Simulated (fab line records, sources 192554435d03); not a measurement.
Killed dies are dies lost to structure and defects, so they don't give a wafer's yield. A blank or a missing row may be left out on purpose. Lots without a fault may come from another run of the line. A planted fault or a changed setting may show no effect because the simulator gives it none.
A struck lot beside a sound one | flow n5_finfet | 15 steps out of a route of 1938
Sound: wafers L960.1, L960.4, L960.6. Struck: wafer L967.3. (L967.2 of the same lot was not struck and is left out.) The cause comes at the end.
At each step with rows: each side's tool, then ch and its chambers, then its first start. Under that, the readings that differ: sound wafers | struck wafers | difference of the means | sigmas: that difference in standard deviations of wafers without a fault.
alike: readings whose means differ by less than 2 such deviations, and words and numbers that are the same on both sides. not compared: withheld readings, readings that some wafer has no value for, bounds like >300 that may hide the same value, and numbers for which the record gives no deviation and whose values overlap.
The two part at a step that has a row with sigmas, a row that says differs or no value, or rows on one side only. Numbers that don't overlap but have no deviation are shown without sigmas and don't part them. A reading that every wafer of one side lacks parts them only if that side has two wafers or more.

first, 7 steps without rows for these wafers: N5_BEOL_M10_COAT_64 (time 60 s, resist thk 30 nm); N5_BEOL_M10_COAT_22 (resist thk 90 nm); N5_BEOL_M10_EBR_24; N5_BEOL_M10_SOFTBAKE_23 (time 60 s); N5_BEOL_M10_EXPOSE_25 (exposes mask V9); N5_BEOL_M10_PEB_26 (peb time 60 s); N5_BEOL_M10_DEVELOP_27 (develop time 30 s).
N5_BEOL_M10_CD_MEAS_28: target cd 70 nm.
  sound on cd_sem-03 ch 0, day 10 21:02; struck on cd_sem-03 ch 0, day 12 13:16
  alike: cd_nm
N5_BEOL_M10_OVL_MEAS_29:
  sound on overlay-01 ch 0, day 10 21:04; struck on overlay-02 ch 0, day 12 13:18
  alike: V9_OVL
N5_BEOL_M10_INSPECT_30: inspects for defects (brightfield).
  sound on defect_inspect-02, day 10 21:05; struck on defect_inspect-02, day 12 13:19
  alike: raw_defect_count
N5_BEOL_M10_DESCUM_33: chemistry O2, time 7.9 s.
  sound on rie_diel-01 ch 0,2,3, day 10 21:18; struck on rie_diel-01 ch 2, day 12 13:22
  alike: drypump_motor_current_A, oes_product_au, rf_vpp_V, showerhead_plenum_p_Torr, throttle_valve_pct
  not compared: rf_hours_counter_h
N5_BEOL_M10_ETCH_65: etches SiARC in CF4, target depth 39 nm, time 65 s.
  sound on rie_diel-01 ch 0,2,3, day 10 21:20; struck on rie_diel-01 ch 2, day 12 13:24
  alike: drypump_motor_current_A, etch_rf_on_time_s, oes_product_au, rf_vpp_V, showerhead_plenum_p_Torr, throttle_valve_pct
  not compared: rf_hours_counter_h
N5_BEOL_M10_ETCH_66: etches SOC in N2/H2, target depth 120 nm, overetch 24 nm, time 180 s.
  sound on rie_diel-01 ch 0,2,3, day 10 21:23; struck on rie_diel-01 ch 2, day 12 13:27
  reading                                     | sound          | struck | difference | sigmas
  model.SiARC_of_BEOL_M10_COAT_64.thk_nm (nm) | 22.2 22.8 22.6 | 24.8   | +2.3       |
  alike: drypump_motor_current_A, oes_product_au, rf_vpp_V, showerhead_plenum_p_Torr, throttle_valve_pct
  not compared: rf_hours_counter_h
then, 1 step without rows for these wafers: N5_BEOL_M10_STRIP_69 (strips in N2/H2).
-- the record jumps here: 2 days lie between the struck wafers' starts before and after (it left off in module BEOL_M10 and takes up again in module PASSIVATION, whose first step shown is number 1936 of the route) --
N5_PASSIVATION_PROBE_49:
  the record has rows for the struck wafers here (prober-02, day 14 16:33) and none for the sound ones

WHERE THEY PART
Only at N5_PASSIVATION_PROBE_49, within this record.

WHY: what the simulator had put in
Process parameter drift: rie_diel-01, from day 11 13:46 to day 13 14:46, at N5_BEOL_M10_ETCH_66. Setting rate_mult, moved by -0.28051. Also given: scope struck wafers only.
